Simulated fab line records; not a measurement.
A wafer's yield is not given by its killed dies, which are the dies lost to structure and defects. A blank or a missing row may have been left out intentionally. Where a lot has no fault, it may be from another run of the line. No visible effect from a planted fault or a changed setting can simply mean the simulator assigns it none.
fab line records -- flow n5-finfet
[record] lots = 7, wafers = 21, last-day = 19
route steps=1938 shown TV_OPEN@1890 PAD_METAL@1893 PASSIVATION@1897
lots untouched by any fault: they come from a run of this same line in which no faults occurred
start-h: hours from the record's first day to the start of the lot's first wafer shown -- wait-h: hours since the lot's step before -- " repeats the value in the row above -- L1.1+2: several wafers, shown together as one row -- - either no value or no given start -- * or withheld: withheld -- < > ~ a bound
route shown NAME@n: a module of which the file shows steps, and the number in the route of the first -- usual: the fault-free wafers' mean and standard deviation -- same: alike in all rows -- chamber/n: place in a boat -- sites: readings site by site -- _std_site: standard deviation of those values -- _edge_site: inner sites' mean taken away from outer sites' mean -- radius-mm: for every site, how far away it sits from the centre of the wafer -- mask NAME#n: copy n -- behind: tool/chamber where the wafer was last shaped -- hold: cause of the lot's hold/its duration in hours/its outcome -- device: names the non-switching transistor (n, p or np) -- end of line: tests of these same wafers at the route's end -- a step given without rows: its recipe and nothing more -- killed: dies lost to structure and defects at the first sort, not the wafer's yield -- map: a wafer's dies, x killed, . not, _ none there
set.NAME: the setting that was run; set.NAME@STEP: the one run at that earlier step -- model.NAME: the simulator's own value behind a step, which no gauge read
lots at selected steps of the route; one table per step, one row per wafer
services: from which hour (start-h, from the record's first day; less than 0 if before it) a tool's chamber was out of use, for how many hours, and why
[[steps]]
[step N5_PASSIVATION_ETCH_15]
[recipe] chemistry = CF4/N2, target = SiCN, target-depth-a = 750, taper-deg = 2, time-s = 81.2, ion-energy-ev = 150, mask-material = SiNx, pressure-mtorr = 40, source-w = 430, bias-w = 70, Ar_flow_sccm = 100, cf4-flow-sccm = 60, n2-flow-sccm = 60
[usual] chamber-pressure-mTorr = 39.99/0.037, drypump-motor-current-A = 5.7/0.46, mfc-ar-sccm = 99.96/0.29, oes-product-au = 0.83/0.085, rf-fwd-power-W = 427.9/1.5, rf-vpp-V = 381.9/1.9, showerhead-plenum-p-Torr = 2.20/0.066, throttle-valve-pct = 15.47/0.18
lot.wafer,tool,chamber,start-h,wait-h,chamber-pressure-mTorr,drypump-motor-current-A,mfc-ar-sccm,oes-product-au,rf-fwd-power-W,rf-hours-counter-h,rf-vpp-V,showerhead-plenum-p-Torr,throttle-valve-pct
L130.1,rie-diel-01,1,-,-,40.00,6.2,100.23,0.70,428.8,250,383.0,2.24,15.49
L130.5,rie-diel-01,2,-,-,40.02,5.1,99.76,0.81,427.5,-,381.7,2.24,15.35
L130.6,rie-diel-01,1,-,-,39.96,6.1,100.21,0.70,429.4,-,383.8,2.24,15.49
L142.1,rie-diel-04,0,-,-,40.01,5.8,100.27,0.89,428.4,27,381.5,2.17,15.36
L142.5,rie-diel-04,3,-,-,39.97,5.8,99.83,0.96,426.6,-,380.6,2.18,15.50
L142.6,rie-diel-04,0,-,-,39.96,5.8,99.76,0.88,427.3,-,382.0,2.17,15.37
L140.1,rie-diel-05,1,-,-,40.07,5.9,100.04,0.81,428.0,115,386.1,2.31,15.70
L140.3,rie-diel-05,2,-,-,39.99,5.5,99.16,0.71,429.2,203,379.2,2.11,15.60
L140.6,rie-diel-05,2,-,-,39.96,5.5,99.17,0.71,428.2,-,380.5,2.11,15.61
L141.2,rie-diel-05,2,-,-,39.91,5.5,100.22,0.71,426.9,204,379.7,2.11,15.61
L141.4,rie-diel-05,2,-,-,39.90,5.5,99.92,0.71,428.4,-,379.9,2.11,15.63
L141.5,rie-diel-05,0,-,-,39.94,4.7,100.18,0.98,427.7,-,385.5,2.26,15.29
L144.1,rie-diel-05,0,-,-,39.92,4.7,99.77,0.96,426.1,9,384.4,2.26,15.30
L144.2,rie-diel-05,2,-,-,40.01,5.5,99.92,0.72,426.2,210,380.6,2.10,15.61
L144.4,rie-diel-05,1,-,-,39.99,5.9,100.45,0.81,428.5,122,383.8,2.31,15.71
L148.2,rie-diel-05,3,-,-,40.02,4.9,99.91,0.78,425.4,104,378.8,2.14,15.39
L148.4,rie-diel-05,0,-,-,40.00,4.7,99.70,0.96,426.8,13,383.6,2.26,15.31
L148.5,rie-diel-05,2,-,-,40.02,5.5,99.87,0.70,429.3,-,379.0,2.10,15.64
L151.4,rie-diel-04,2,-,-,39.94,5.5,99.68,0.71,432.4,213,379.1,2.10,15.49
L151.5,rie-diel-04,2,-,-,39.96,5.5,99.92,0.71,431.7,-,379.5,2.10,15.49
L151.6,rie-diel-04,1,-,-,39.99,5.8,100.22,0.77,429.7,-,379.5,2.12,15.56
[step N5_PASSIVATION_STRIP_73]
[recipe] chemistry = post-etch-residue-remover, time-s = 60, temp-c = 25, remover-ph = withheld, remover-water-wt-pct = withheld, remover-fluoride-wt-pct = withheld
[step N5_PASSIVATION_SRD_17]
[recipe] time-s = 30, temp-c = 23, rinse-liquid = diw, dry = n2-spin, spin-rpm = 1500, dry-time-s = 30
[step N5_PASSIVATION_DEGAS_18]
[recipe] ambient = vacuum, temp-c = 300, time-s = 60
[usual] heater-power-w = 469/64
lot.wafer,tool,chamber,start-h,wait-h,heater-power-w
L130.1,pvd-sputter-03,-,337.64,0.1,478
L130.5,pvd-sputter-03,-,337.64,0.1,453
L130.6,pvd-sputter-03,-,337.64,0.1,483
L142.1,pvd-sputter-01,-,375.41,0.1,410
L142.5,pvd-sputter-01,-,375.41,0.1,447
L142.6,pvd-sputter-01,-,375.41,0.1,444
L140.1,pvd-sputter-03,-,384.26,0.5,395
L140.3,pvd-sputter-03,-,384.26,0.5,445
L140.6,pvd-sputter-03,-,384.26,0.5,383
L141.2,pvd-sputter-03,-,390.55,1.0,449
L141.4,pvd-sputter-03,-,390.55,1.0,384
L141.5,pvd-sputter-03,-,390.55,1.0,446
L144.1,pvd-sputter-03,-,402.69,0.5,478
L144.2,pvd-sputter-03,-,402.69,0.5,598
L144.4,pvd-sputter-03,-,402.69,0.5,386
L148.2,pvd-sputter-03,-,420.03,0.5,446
L148.4,pvd-sputter-03,-,420.03,0.5,483
L148.5,pvd-sputter-03,-,420.03,0.5,402
L151.4,pvd-sputter-02,-,454.49,0.8,491
L151.5,pvd-sputter-02,-,454.49,0.8,498
L151.6,pvd-sputter-02,-,454.49,0.8,603
[step N5_PASSIVATION_PRE_CLEAN_19]
[recipe] gas = H2/He, time-s = *, temp-c = *
[usual] heater-power-w = 468/63
lot.wafer,tool,chamber,start-h,wait-h,heater-power-w
L130.1,pvd-sputter-03,-,337.68,0.0,467
L130.5,pvd-sputter-03,-,337.68,0.0,443
L130.6,pvd-sputter-03,-,337.68,0.0,473
L142.1,pvd-sputter-01,-,375.45,0.0,412
L142.5,pvd-sputter-01,-,375.45,0.0,438
L142.6,pvd-sputter-01,-,375.45,0.0,455
L140.1,pvd-sputter-03,-,384.30,0.0,383
L140.3,pvd-sputter-03,-,384.30,0.0,440
L140.6,pvd-sputter-03,-,384.30,0.0,393
L141.2,pvd-sputter-03,-,390.59,0.0,442
L141.4,pvd-sputter-03,-,390.59,0.0,400
L141.5,pvd-sputter-03,-,390.59,0.0,442
L144.1,pvd-sputter-03,-,402.73,0.0,472
L144.2,pvd-sputter-03,-,402.73,0.0,588
L144.4,pvd-sputter-03,-,402.73,0.0,385
L148.2,pvd-sputter-03,-,420.07,0.0,433
L148.4,pvd-sputter-03,-,420.07,0.0,474
L148.5,pvd-sputter-03,-,420.07,0.0,393
L151.4,pvd-sputter-02,-,454.53,0.0,493
L151.5,pvd-sputter-02,-,454.53,0.0,497
L151.6,pvd-sputter-02,-,454.53,0.0,591
[step N5_PASSIVATION_SPUTTER_20]
[recipe] material = TaN, target-thk-a = 500, temp-c = 25, chamber-pressure-pa = 0.4
[usual] throttle-valve-pct = 29.8/0.94
lot.wafer,tool,chamber,start-h,wait-h,throttle-valve-pct
L130.1,pvd-sputter-03,-,337.72,0.0,29.7
L130.5,pvd-sputter-03,-,337.72,0.0,31.4
L130.6,pvd-sputter-03,-,337.72,0.0,30.1
L142.1,pvd-sputter-01,-,375.49,0.0,28.6
L142.5,pvd-sputter-01,-,375.49,0.0,28.6
L142.6,pvd-sputter-01,-,375.49,0.0,30.0
L140.1,pvd-sputter-03,-,384.34,0.0,29.9
L140.3,pvd-sputter-03,-,384.34,0.0,31.5
L140.6,pvd-sputter-03,-,384.34,0.0,30.1
L141.2,pvd-sputter-03,-,390.63,0.0,31.2
L141.4,pvd-sputter-03,-,390.63,0.0,30.2
L141.5,pvd-sputter-03,-,390.63,0.0,31.2
L144.1,pvd-sputter-03,-,402.77,0.0,30.1
L144.2,pvd-sputter-03,-,402.77,0.0,29.2
L144.4,pvd-sputter-03,-,402.77,0.0,30.1
L148.2,pvd-sputter-03,-,420.11,0.0,31.2
L148.4,pvd-sputter-03,-,420.11,0.0,30.2
L148.5,pvd-sputter-03,-,420.11,0.0,29.7
L151.4,pvd-sputter-02,-,454.57,0.0,29.2
L151.5,pvd-sputter-02,-,454.57,0.0,29.4
L151.6,pvd-sputter-02,-,454.57,0.0,30.0
[step N5_PASSIVATION_AL_DEP_21]
[recipe] material = Al, target-thk-a = 28000, temp-c = 400, time-s = 170, power-w = 30000, chamber-pressure-pa = 0.4, gas = Ar
[usual] throttle-valve-pct = 29.7/0.94
lot.wafer,tool,chamber,start-h,wait-h,throttle-valve-pct
L130.1,pvd-sputter-03,-,337.82,0.1,30.0
L130.5,pvd-sputter-03,-,337.82,0.1,31.2
L130.6,pvd-sputter-03,-,337.82,0.1,29.8
L142.1,pvd-sputter-01,-,375.59,0.1,28.5
L142.5,pvd-sputter-01,-,375.59,0.1,28.4
L142.6,pvd-sputter-01,-,375.59,0.1,29.7
L140.1,pvd-sputter-03,-,384.44,0.1,30.0
L140.3,pvd-sputter-03,-,384.44,0.1,31.4
L140.6,pvd-sputter-03,-,384.44,0.1,29.9
L141.2,pvd-sputter-03,-,390.73,0.1,31.2
L141.4,pvd-sputter-03,-,390.73,0.1,30.1
L141.5,pvd-sputter-03,-,390.73,0.1,31.5
L144.1,pvd-sputter-03,-,402.87,0.1,30.0
L144.2,pvd-sputter-03,-,402.87,0.1,29.5
L144.4,pvd-sputter-03,-,402.87,0.1,30.3
L148.2,pvd-sputter-03,-,420.21,0.1,31.2
L148.4,pvd-sputter-03,-,420.21,0.1,29.9
L148.5,pvd-sputter-03,-,420.21,0.1,30.2
L151.4,pvd-sputter-02,-,454.67,0.1,29.6
L151.5,pvd-sputter-02,-,454.67,0.1,29.6
L151.6,pvd-sputter-02,-,454.67,0.1,29.9
[step N5_PASSIVATION_HMDS_23]
[recipe] time-s = 60, temp-c = 120
[step N5_PASSIVATION_COAT_24]
[recipe] spin-rpm = 3000, resist-thk-nm = withheld
[step N5_PASSIVATION_EBR_26]
[recipe] solvent = PGMEA, ebr-width-mm = 1.5
[step N5_PASSIVATION_SOFTBAKE_25]
[recipe] temp-c = 100, time-s = 90
[step N5_PASSIVATION_EXPOSE_27]
[recipe] mask-id = PAD, na = 0.55, source-shape = conventional, sigma-outer = 0.8, polarization = unpolarized, defocus-nm = 0, dose-mj = 32.3
[step N5_PASSIVATION_PEB_28]
[recipe] peb-temp-c = withheld, peb-time-s = *
[usual] chill-plate-temp-C = *, exhaust-pa = 45.1/0.98, peb-time-s = *
lot.wafer,tool,chamber,start-h,wait-h,chill-plate-temp-C,exhaust-pa,peb-time-s
L130.1,litho-track-02,0,338.30,0.1,*,45.7,*
L130.5,litho-track-02,0,338.30,0.1,*,45.5,*
L130.6,litho-track-02,0,338.30,0.1,*,45.6,*
L142.1,litho-track-05,0,376.07,0.1,*,44.9,*
L142.5,litho-track-05,0,376.07,0.1,*,44.6,*
L142.6,litho-track-05,0,376.07,0.1,*,46.1,*
L140.1,litho-track-05,-,384.79,0.1,-,-,-
L140.3,litho-track-05,-,384.79,0.1,-,-,-
L140.6,litho-track-05,-,384.79,0.1,-,-,-
L141.2,litho-track-05,-,391.20,0.0,-,-,-
L141.4,litho-track-05,-,391.20,0.0,-,-,-
L141.5,litho-track-05,-,391.20,0.0,-,-,-
L144.1,litho-track-05,-,403.22,0.1,-,-,-
L144.2,litho-track-05,-,403.22,0.1,-,-,-
L144.4,litho-track-05,-,403.22,0.1,-,-,-
L148.2,litho-track-01,0,420.58,0.0,*,45.6,*
L148.4,litho-track-01,0,420.58,0.0,*,43.8,*
L148.5,litho-track-01,0,420.58,0.0,*,43.9,*
L151.4,litho-track-02,0,455.02,0.0,*,45.1,*
L151.5,litho-track-02,0,455.02,0.0,*,46.2,*
L151.6,litho-track-02,0,455.02,0.0,*,46.6,*
[step N5_PASSIVATION_DEVELOP_29]
[recipe] develop-time-s = 60, rinse-liquid = diw, dry = air-spin, dev-temp-c = 21
[[services]]
tool,chamber,start-h,hours,kind
rie-diel-01,1,338.42,-,clean
rie-diel-01,1,338.42,-,consumable-replace:focus-ring
rie-diel-01,1,338.42,24.1,scheduled-down
rie-diel-01,1,338.42,24.1,vent-cycle
rie-diel-05,0,365.49,-,clean
rie-diel-05,0,365.49,-,consumable-replace:focus-ring
rie-diel-05,0,365.49,13.6,scheduled-down
rie-diel-05,0,365.49,13.6,vent-cycle
pvd-sputter-01,-,376.86,2.8,repair
rie-diel-01,0,378.42,9.6,repair
rie-diel-05,3,378.97,14.3,repair
rie-diel-05,0,379.15,1.6,repair
rie-diel-04,0,399.11,26.0,repair
rie-diel-04,2,402.36,8.4,repair
rie-diel-05,3,430.73,9.2,repair
pvd-sputter-03,-,434.03,2.5,repair
rie-diel-05,0,449.83,7.7,repair
[[key]]
[first-sign] step = N5_PASSIVATION_PEB_28, reading = tool-record, direction = missing
effect none on later readings
met-at N5_PASSIVATION_PEB_28
struck-wafers L140.1,L140.3,L140.6,L141.2,L141.4,L141.5,L144.1,L144.2,L144.4
later-rows-left-out L140.1,L140.3,L140.6,L141.2,L141.4,L141.5,L144.1,L144.2,L144.4
sort-left-out L140.1,L140.3,L140.6,L141.2,L141.4,L141.5,L144.1,L144.2,L144.4
onset-between 376.07 384.79
[earlier-fault] kind = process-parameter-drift, tool = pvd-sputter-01, chamber = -, onset-h = 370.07, steps = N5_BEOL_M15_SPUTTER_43, channel = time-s, offset = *, shape = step, acts-in = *, stated = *
[earlier-fault] kind = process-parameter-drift, tool = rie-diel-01, chamber = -, onset-h = 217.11, steps = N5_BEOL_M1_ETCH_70, channel = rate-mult, offset = 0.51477, shape = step
[fault] kind = skipped-step-whole, tool = litho-track-05, chamber = -, onset-h = 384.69, steps = N5_PASSIVATION_PEB_28, scope = struck-lots-only
// sort-left-out: the simulated sort isn't trusted on such a fault, so these wafers' sort isn't shown, and their yield isn't known
// later-rows-left-out: the simulator's readings of these wafers behind a module that went badly wrong aren't trusted and aren't shown, but for the sort
